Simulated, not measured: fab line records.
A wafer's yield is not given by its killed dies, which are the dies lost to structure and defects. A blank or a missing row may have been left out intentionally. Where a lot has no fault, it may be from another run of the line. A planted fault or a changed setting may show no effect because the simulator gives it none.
fab line records -- flow n5Finfet
record lots=5, wafers=12, lastDay=18
route steps=1938 shown BEOL_M1@829 BEOL_M2@841 BEOL_M4@1111 PASSIVATION@1936
lots untouched by any fault: they come from a run of this same line in which no faults occurred
startH: hours from the record's opening day to when the first of the lot's shown wafers began -- waitH: how many hours have passed since the lot's step before this one -- " unchanged from the row above -- L1.1+2: several wafers, shown together as one row -- - no value, or no start given -- * or withheld: withheld -- < > ~ a bound
route shown NAME@n: a module of which the file shows steps, and the number in the route of the first -- usual: mean and standard deviation over wafers with no fault -- same: alike in all rows -- chamber/n: place in a boat -- sites: readings site by site -- _std_site: standard deviation of those values -- _edge_site: the outer-site mean with the inner-site mean subtracted -- radiusMm: for every site, how far away it sits from the centre of the wafer -- mask NAME#n: copy n -- behind: tool/chamber where the wafer was last shaped -- hold: what put the lot on hold/how long, in hours/how the hold closed -- device: which transistor (n, p or np) failed to switch -- end of line: tests of these same wafers at the route's end -- a step given without rows: its recipe and nothing more -- killed: dies lost to structure and defects at the first sort, not the wafer's yield -- map: a wafer's dies, x killed, . not, _ none there
set.NAME: the setting as run; set.NAME@STEP: as run at that earlier step -- model.NAME: the simulator's own value behind a step, which no gauge read
lots at some steps of the route; a table a step, a row a wafer
services: when a tool's chamber went out of use (startH, in hours from the record's first day, below 0 if earlier), for how many hours, and the reason
## steps
# step N5_BEOL_M1_ANNEAL_95
# recipe tempC=400, timeS=240, ambient=vacuum
# step N5_BEOL_M1_SPUTTER_96
# recipe material=Cu, targetThkA=45, tempC=-20, chamberPressurePa=0.07, powerW=withheld, timeS=8.29
# step N5_BEOL_M1_ECD_50
# recipe material=Cu, targetThkA=3000
# step N5_BEOL_M1_ANNEAL_51
# recipe tempC=225, timeS=90, ambient=N2
# step N5_BEOL_M1_CMP_52
# recipe stopOn=SiOC, tOverpolishS=6.8, downForcePsi=1, platenRpm=50, clearingPlatenDownForcePsi=1.5, clearingPlatenRpm=50, postCmpClean=cuAlkaline, targetThkNm=40, clearingPlatenPadVelocityMS=0.99484, padVelocityMS=0.99484
# step N5_BEOL_M1_PRE_CLEAN_60
# recipe gas=NH3/H2, timeS=15, tempC=*, rfPowerW=300
# step N5_BEOL_M1_CO_CAP_55
# recipe material=Co, targetThkA=20, tempC=200, precursor=CCTBA/H2, pressureTorr=30, timeS=102.1
# step N5_BEOL_M1_PRE_CLEAN_56
# recipe gas=NH3, timeS=15, tempC=withheld, rfPowerW=300
# step N5_BEOL_M1_DEP_57
# recipe material=SiCN, targetThkA=80, tempC=withheld, precursor=3MS/NH3, pressureTorr=3, rfW=202, timeS=14
# step N5_BEOL_M2_ILD_DEP_00
# recipe material=SiOC, targetThkA=790, tempC=350, precursor=DEMS/O2, pressureTorr=5, rfW=500, timeS=15.3
# usual heaterPowerW=466/67, showerheadPlenumPTorr=5.694/0.014, throttleValvePct=11.9/0.51
lot.wafer,tool,chamber,startH,waitH,heaterPowerW,showerheadPlenumPTorr,throttleValvePct,model.SiOC_of_BEOL_M2_ILD_DEP_00.thkNm
L618.3,pecvd-03,1,167.14,0.0,419,5.689,12.9,79.2
L618.4,pecvd-03,1,167.14,0.0,429,5.681,12.7,80.6
L618.6,pecvd-03,0,167.14,0.0,510,5.700,11.3,79.2
L628.2,pecvd-04,0,231.07,0.0,638,5.682,11.5,77.6
L628.5,pecvd-04,1,231.07,0.0,427,5.675,11.7,79
L628.6,pecvd-04,0,231.07,0.0,538,5.693,11.5,80.4
L634.1,pecvd-03,2,258.20,0.0,380,5.713,12.2,79.6
L634.6,pecvd-03,2,258.20,0.0,392,5.696,12.2,83.6
L637.5,pecvd-03,1,267.29,0.1,442,5.681,12.5,84.2
L637.6,pecvd-03,2,267.29,0.1,397,5.716,12.1,84.6
L636.3,pecvd-03,1,270.09,0.0,401,5.692,12.8,80
L636.6,pecvd-03,1,270.09,0.0,405,5.679,12.8,84.8
# step N5_BEOL_M2_THK_MEAS_01
# recipe reads=SiOC_of_BEOL_M2_ILD_DEP_00
# usual M2_ILD_THK=79.5/1
lot.wafer,tool,chamber,startH,waitH,M2_ILD_THK[nm]
L618.3,filmMetro-02,-,167.21,0.1,79.1
L618.4,filmMetro-02,-,167.21,0.1,80.6
L618.6,filmMetro-02,-,167.21,0.1,79.2
L628.2,filmMetro-01,-,231.15,0.1,77.6
L628.5,filmMetro-01,-,231.15,0.1,78.9
L628.6,filmMetro-01,-,231.15,0.1,80.4
L634.1,filmMetro-01,-,258.27,0.0,79.6
L634.6,filmMetro-01,-,258.27,0.0,83.5
L637.5,filmMetro-02,-,267.34,0.0,84.1
L637.6,filmMetro-02,-,267.34,0.0,84.5
L636.3,filmMetro-01,-,270.16,0.1,80.0
L636.6,filmMetro-01,-,270.16,0.1,84.8
# step N5_BEOL_M2_PECVD_72
# recipe material=SiO2, targetThkA=160, tempC=400, precursor=TEOS/O2, pressureTorr=5.5, rfW=450, teosFlowSccm=53.8, gas=O2, flowSccm=3000, timeS=18
# step N5_BEOL_M2_HM_DEP_02
# recipe material=TiN, targetThkA=200, tempC=25, chamberPressurePa=0.49996
# step N5_BEOL_M2_COAT_61
# recipe resist=SOC, tempC=250, timeS=60, spinRpm=1500, resistThkNm=60
# step N5_BEOL_M2_COAT_62
# recipe resist=SiARC, tempC=220, timeS=60, spinRpm=1500, resistThkNm=12
# step N5_BEOL_M2_COAT_73
# recipe resist=underlayer, tempC=205, timeS=60, spinRpm=1500, resistThkNm=5
# step N5_BEOL_M2_COAT_05
# recipe resist=CAR-EUV, spinRpm=1500, resistThkNm=30
# step N5_BEOL_M2_EBR_07
# recipe solvent=PGMEA, ebrWidthMm=1.5
# step N5_BEOL_M2_SOFTBAKE_06
# recipe tempC=110, timeS=60, resist=CAR-EUV
# step N5_BEOL_M2_EXPOSE_08
# recipe maskId=M2, na=0.33, sourceShape=dipole, sigmaInner=0.369, sigmaOuter=0.767, polarization=unpolarized, doseMj=41.25
# step N5_BEOL_M2_PEB_09
# recipe pebTempC=100, pebTimeS=60, resist=CAR-EUV
# step N5_BEOL_M2_DEVELOP_10
# recipe developTimeS=30, developer=TMAH, resist=CAR-EUV, rinseLiquid=surfactantRinse, dry=airSpin, devTempC=23
# step N5_BEOL_M2_DESCUM_16
# recipe chemistry=O2, timeS=7, sourcePowerW=50, biasPowerW=20, pressureMtorr=20, rfFrequencyHz=2.712e+07, tempC=40, resist=CAR-EUV, o2FlowSccm=225
# step N5_BEOL_M2_ETCH_74
# recipe chemistry=N2/H2, target=underlayer, targetDepthA=65, maskMaterial=CAR-EUV, timeS=5.2, ionEnergyEv=200, pressureMtorr=30, sourceW=840, biasW=150, n2FlowSccm=200, h2FlowSccm=200, ends=cleared
# step N5_BEOL_M2_ETCH_63
# recipe chemistry=CF4, target=SiARC, targetDepthA=156, maskMaterial=CAR-EUV, timeS=26, ionEnergyEv=80, pressureMtorr=40, sourceW=545, biasW=36, Ar_flow_sccm=100, cf4FlowSccm=100, ends=cleared
# step N5_BEOL_M2_ETCH_64
# recipe chemistry=N2/H2, target=SOC, targetDepthA=750, overetchA=225, maskMaterial=SiARC, tempC=40, timeS=121.9, ionEnergyEv=200, pressureMtorr=30, sourceW=840, biasW=150, n2FlowSccm=200, h2FlowSccm=200
# step N5_BEOL_M2_STRIP_65
# recipe chemistry=N2/H2, tempC=40, n2FlowSccm=200, h2FlowSccm=200, rfFrequencyHz=6e+07
# step N5_BEOL_M2_STRIP_75
# recipe chemistry=N2/H2, tempC=40, n2FlowSccm=200, h2FlowSccm=200, rfFrequencyHz=6e+07
# step N5_BEOL_M2_STRIP_66
# recipe chemistry=CF4, resist=SiARC, powerW=300, biasPowerW=75, pressureMtorr=50, cf4FlowSccm=150, rfFrequencyHz=6e+07
# step N5_BEOL_M2_HM_OPEN_17
# recipe chemistry=Cl2/BCl3, targetDepthA=200, overetchA=60, target=TiN, maskMaterial=SOC, ionEnergyEv=150, pressureMtorr=10, icpW=1000, biasW=126, Cl2_flow_sccm=53.25, bcl3FlowSccm=21.75, Ar_flow_sccm=25
# step N5_BEOL_M2_STRIP_19
# recipe chemistry=O2, powerW=400, tempC=40, pressureMtorr=30, rfFrequencyHz=6e+07, biasPowerW=0, overashFraction=0.2, o2FlowSccm=225
# step N5_BEOL_M2_COAT_67
# recipe resist=SOC, tempC=250, timeS=60, spinRpm=1500, resistThkNm=60
# step N5_BEOL_M2_COAT_68
# recipe resist=SiARC, tempC=220, timeS=60, spinRpm=1500, resistThkNm=12
# step N5_BEOL_M2_COAT_76
# recipe resist=underlayer, tempC=205, timeS=60, spinRpm=1500, resistThkNm=5
# step N5_BEOL_M2_COAT_22
# recipe resist=CAR-EUV, spinRpm=1500, resistThkNm=30
# step N5_BEOL_M2_CMP_52
# recipe stopOn=SiOC, tOverpolishS=6.8, downForcePsi=1, platenRpm=50, clearingPlatenDownForcePsi=1.5, clearingPlatenRpm=50, postCmpClean=cuAlkaline, targetThkNm=40, clearingPlatenPadVelocityMS=0.99484, padVelocityMS=0.99484
# usual barrierFieldEndpointS=24.8/0.6, motorCurrentA=5.8/0.48, overpolishRunS=6.800/0.0098, slurryFilterDpKPa=13.50/0.13, timeToEndpointS=63.7/2.7
# same tOverpolishS=6.8
lot.wafer,tool,chamber,startH,waitH,barrierFieldEndpointS,motorCurrentA,overpolishRunS,slurryFilterDpKPa,timeToEndpointS,model.SiOC_of_BEOL_M2_ILD_DEP_00.thkNm
L618.3,cmp-03,3,182.94,0.2,24.7,6.4,6.793,13.57,63.3,76.2
L618.4,cmp-03,0,182.94,0.2,24.9,6.0,6.799,13.41,64.5,77.6
L618.6,cmp-03,2,182.94,0.2,25.2,5.6,6.804,13.40,64.0,76.2
L628.2,cmp-01,3,244.37,0.3,24.4,5.1,6.804,13.51,62.8,74.6
L628.5,cmp-01,0,244.37,0.3,25.5,5.4,6.797,13.68,67.0,76
L628.6,cmp-01,1,244.37,0.3,25.7,5.8,6.776,13.36,65.9,77.4
L634.1,cmp-03,0,271.09,0.3,24.0,6.4,6.811,13.30,61.1,76.6
L634.6,cmp-03,3,271.09,0.3,24.8,6.4,6.803,13.46,62.3,80.6
L637.6,cmp-02,2,281.86,0.2,25.7,6.6,6.783,13.55,62.7,81.6
L637.5,cmp-02,3,281.86,0.2,24.0,5.3,6.794,13.42,60.4,81.2
L636.3,cmp-03,0,285.11,0.2,24.3,5.7,6.797,13.66,62.9,77
L636.6,cmp-03,3,285.11,0.2,25.4,6.4,6.791,13.49,65.8,81.8
# step N5_BEOL_M4_RC_MEAS_101
# usual DIBL_N=35.8/1.6, DIBL_P=36.0/1.9, IOFF_N=0.151/0.029, IOFF_P=0.21/0.037, ION_N=673/12, ION_P=463/7.3, SS_N=71.5/0.58, SS_P=73.2/0.61, VT_N=251/3.3, VT_P=-250/3.3
lot.wafer,tool,chamber,startH,waitH,DIBL_N[mV/V],DIBL_P[mV/V],IOFF_N[nA/um],IOFF_P[nA/um],ION_N[uA/um],ION_P[uA/um],SS_N[mV/dec],SS_P[mV/dec],VT_N[mV],VT_P[mV]
L618.3,prober-02,0,209.02,0.3,37.5,37.6,0.156,0.22,670,465,71.6,73.0,248,-250
L618.4,prober-02,0,209.02,0.3,35.1,34.3,0.117,0.18,663,454,70.5,72.3,253,-250
L618.6,prober-02,0,209.02,0.3,38.4,38.3,0.168,0.24,686,472,71.8,73.1,250,-248
L628.2,prober-02,0,261.20,0.2,35.5,34.8,0.130,0.18,666,460,71.4,72.2,254,-253
L628.5,prober-02,0,261.20,0.2,37.9,37.1,0.165,0.21,673,459,71.2,73.7,249,-253
L628.6,prober-02,0,261.20,0.2,34.9,33.7,0.116,0.16,662,454,70.8,72.5,256,-257
L634.1,prober-01,0,298.73,0.0,35.4,37.2,0.163,0.22,687,471,71.6,74.1,248,-249
L634.6,prober-01,0,298.73,0.0,35.6,37.5,0.161,0.21,675,464,71.8,74.1,249,-251
L636.3,prober-02,0,314.51,0.3,35.4,35.1,0.135,0.19,671,456,71.2,72.6,250,-253
L636.6,prober-02,0,314.51,0.3,35.0,35.0,0.129,0.18,665,455,71.3,72.5,253,-254
L637.5,prober-01,0,315.19,0.6,34.8,35.4,0.128,0.20,660,456,71.4,72.6,254,-253
L637.6,prober-01,0,315.19,0.6,31.8,32.0,0.099,0.15,664,463,71.3,72.2,257,-252
# step N5_PASSIVATION_PROBE_49
# usual defectLimitedYield=90.9/1.4, killed_at_M0_to_M3=37/12, killed_at_M4_up=14/5.3, killedAtContacts=12/6.2, killedAtFrontEnd=41/11, killedAtOther=3.7/2.9, killedDies=107/17, killedOpen=71/12, killedShort=34/7.9, sort_bin_5_function=5.3/0.95, sort_bin_6_memory=3.4/0.7, sortNPass=1073/17, sortYieldPct=90.9/1.5
# same grossDies=1180, killedAtBackSide=0, sort_bin_4_leakage[%]=0, sort_bin_8_speed[%]=0
lot.wafer,tool,chamber,startH,waitH,defectLimitedYield[%],killed_at_M0_to_M3,killed_at_M4_up,killedAtContacts,killedAtFrontEnd,killedAtOther,killedDies,killedOpen,killedShort,sort_bin_5_function[%],sort_bin_6_memory[%],sortNPass,sortYieldPct[%]
L634.6,prober-02,-,409.77,0.3,88.8,30,33,19,42,8,132,87,44,6.7,4.5,1048,88.8
L636.3,prober-02,-,419.82,0.1,92.5,29,10,9,38,2,88,59,29,4.7,2.5,1092,92.5
L636.6,prober-02,-,419.97,0.3,94.3,24,6,4,32,1,67,46,20,3.4,2.0,1113,94.3
# killed by level:class
L634.6 MOL_CONTACT_COAG:geometricParticle:open=15 FIN_SAQP:geometricParticle:open=14 BEOL_M4:geometricParticle:open=12 FIN_SAQP:geometricParticle:short=9 BEOL_M0_SAQP:geometricParticle:open=9 BEOL_M0_SAQP:geometricParticle:short=8 BEOL_M5:geometricParticle:open=8 GATE_CUT:geometricParticle:short=6
L636.3 BEOL_M1:geometricParticle:open=15 GATE_CUT:geometricParticle:short=10 BEOL_M5:geometricParticle:open=9 MOL_CONTACT_COAG:geometricParticle:open=8 STARTING-WAFER:geometricParticle:open=6 STI_FIN_REVEAL:geometricParticle:open=5 FIN_SAQP:geometricParticle:short=4 STI_FIN_REVEAL:geometricParticle:short=4
L636.6 FIN_SAQP:geometricParticle:open=8 BEOL_M1:geometricParticle:open=7 BEOL_M3:geometricParticle:open=5 GATE_CUT:geometricParticle:short=4 MOL_CONTACT_COAG:geometricParticle:open=4 STI_FIN_REVEAL:geometricParticle:open=3 STARTING-WAFER:geometricParticle:open=3 ILD0:geometricParticle:short=3
## services
tool,chamber,startH,hours,kind
cmp-03,-,165.20,3.8,pm
pecvd-04,0,166.05,-,clean
pecvd-04,0,166.05,29.5,scheduledDown
pecvd-04,0,166.05,29.5,ventCycle
cmp-01,-,174.35,9.1,pm
pecvd-03,0,186.08,5.0,scheduledDown
pecvd-04,2,202.38,-,clean
pecvd-04,2,202.38,-,consumableReplace:showerhead
pecvd-04,2,202.38,29.0,scheduledDown
pecvd-04,2,202.38,29.0,ventCycle
pecvd-03,0,227.38,25.5,repair
cmp-01,-,272.91,0.3,repair
## key
firstSign step=N5_BEOL_M2_THK_MEAS_01, reading=M2_ILD_THK, direction=up, sigmas=4.5, usual=79.5, struck=84.3
effect none on later readings
modelEffect step=N5_BEOL_M2_ILD_DEP_00, value=SiOC_of_BEOL_M2_ILD_DEP_00.thkNm, without=81.1, struck=84.3
modelEffect step=N5_BEOL_M2_CMP_52, value=SiOC_of_BEOL_M2_ILD_DEP_00.thkNm, without=78.1, struck=81.3
metAt N5_BEOL_M2_ILD_DEP_00
struckWafers L634.6,L636.6,L637.5,L637.6
onsetBetween 167.14 258.20
fault kind=processParameterDrift, tool=pecvd-03, chamber=-, onsetH=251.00, steps=N5_BEOL_M2_ILD_DEP_00, channel=timeS, offset=*, shape=step, endH=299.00, scope=struckWafersOnly, actsIn=*, stated=*
